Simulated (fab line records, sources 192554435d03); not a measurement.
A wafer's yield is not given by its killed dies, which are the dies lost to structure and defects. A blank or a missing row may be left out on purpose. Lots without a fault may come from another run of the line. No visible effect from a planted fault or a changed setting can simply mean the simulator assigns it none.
Matching of chambers + flow n5Finfet + N5_BEOL_M7_CURE_74 on uvCure-03 has 3 sister chambers
The step cures SiCOH lowk, time 240 s. 22 wafers are shown with their chamber, then 11 later ones without.

## WAFERS WITH THEIR CHAMBER
| wafer  | chamber | wafer_temp_C_max | lampPowerPct (%) |
|--------|---------|------------------|------------------|
| L075.1 | 1       | 387.2            | 52.34            |
| L075.2 | 1       | 387.5            | 52.20            |
| L075.3 | 1       | 387.6            | 52.33            |
| L075.4 | 1       | 387.1            | 52.39            |
| L075.5 | 1       | 387.4            | 52.35            |
| L075.6 | 1       | 387.1            | 52.37            |
| L087.2 | 1       | 388.5            | 52.31            |
| L087.3 | 1       | 387.4            | 52.26            |
| L087.5 | 1       | 387.6            | 52.39            |
| L090.2 | 0       | 386.5            | 52.34            |
| L090.3 | 0       | 386.2            | 52.29            |
| L090.5 | 0       | 387.0            | 52.32            |
| L091.1 | 2       | 386.8            | 52.35            |
| L091.4 | 2       | 386.1            | 52.27            |
| L091.5 | 2       | 386.4            | 52.30            |
| L094.1 | 0       | 386.8            | 52.28            |
| L094.4 | 0       | 386.8            | 52.28            |
| L094.5 | 0       | 386.9            | 52.32            |
| L096.1 | 2       | 386.6            | 52.28            |
| L096.2 | 2       | 386.3            | 52.25            |
| L096.4 | 2       | 386.2            | 52.26            |
| L095.1 | 2       | 386.6            | 52.37            |

SIGNATURES, as means of the wafers listed above
| reading          | chamber 0 | chamber 1 | chamber 2 | scatter within a chamber |
|------------------|-----------|-----------|-----------|--------------------------|
| wafer_temp_C_max | 386.700   | 387.489   | 386.429   | 0.345                    |
| lampPowerPct     | 52.3050   | 52.3267   | 52.2971   | 0.0499                   |
Rule: for a wafer and a chamber, the distance is found by dividing, reading by reading, the gap between the wafer's reading and the chamber's mean by the reading's scatter, squaring, summing and taking the root. If the next closest chamber is less than 2 further off than the closest, the wafer can't be placed; otherwise it belongs to the closest. The scatter: take each reading less its chamber's mean, square it, sum over the shown wafers, divide by the number of wafers less the number of chambers, and take the root.

## WAFERS MISSING THEIR CHAMBER
| wafer  | wafer_temp_C_max | lampPowerPct (%) |
|--------|------------------|------------------|
| L095.3 | 387.4            | 52.29            |
| L095.5 | 386.2            | 52.37            |
| L095.2 | 386.8            | 52.25            |
| L095.4 | 386.6            | 52.36            |
| L095.6 | 386.8            | 52.31            |
| L097.1 | 386.9            | 52.38            |
| L097.3 | 386.9            | 52.38            |
| L097.6 | 386.8            | 52.35            |
| L097.2 | 386.9            | 52.35            |
| L097.4 | 386.6            | 52.28            |
| L097.5 | 386.7            | 52.33            |

## WHICH CHAMBER EACH WENT THROUGH
| wafer  | from the rows above          | in truth |
|--------|------------------------------|----------|
| L095.3 | can't be placed: 1 or 0      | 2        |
| L095.5 | can't be placed: 2 or 0      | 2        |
| L095.2 | can't be placed: 0 or 2 or 1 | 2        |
| L095.4 | can't be placed: 0 or 2 or 1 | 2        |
| L095.6 | can't be placed: 0 or 2 or 1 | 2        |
| L097.1 | can't be placed: 0 or 1 or 2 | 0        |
| L097.3 | can't be placed: 0 or 1 or 2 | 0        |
| L097.6 | can't be placed: 0 or 2 or 1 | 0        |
| L097.2 | can't be placed: 0 or 2 or 1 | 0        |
| L097.4 | can't be placed: 0 or 2      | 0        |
| L097.5 | can't be placed: 0 or 2 or 1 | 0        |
0 of 11 placed correctly. Not placeable from these rows: 11 (in 10, the candidates include the true chamber). Number placed wrongly: 0.
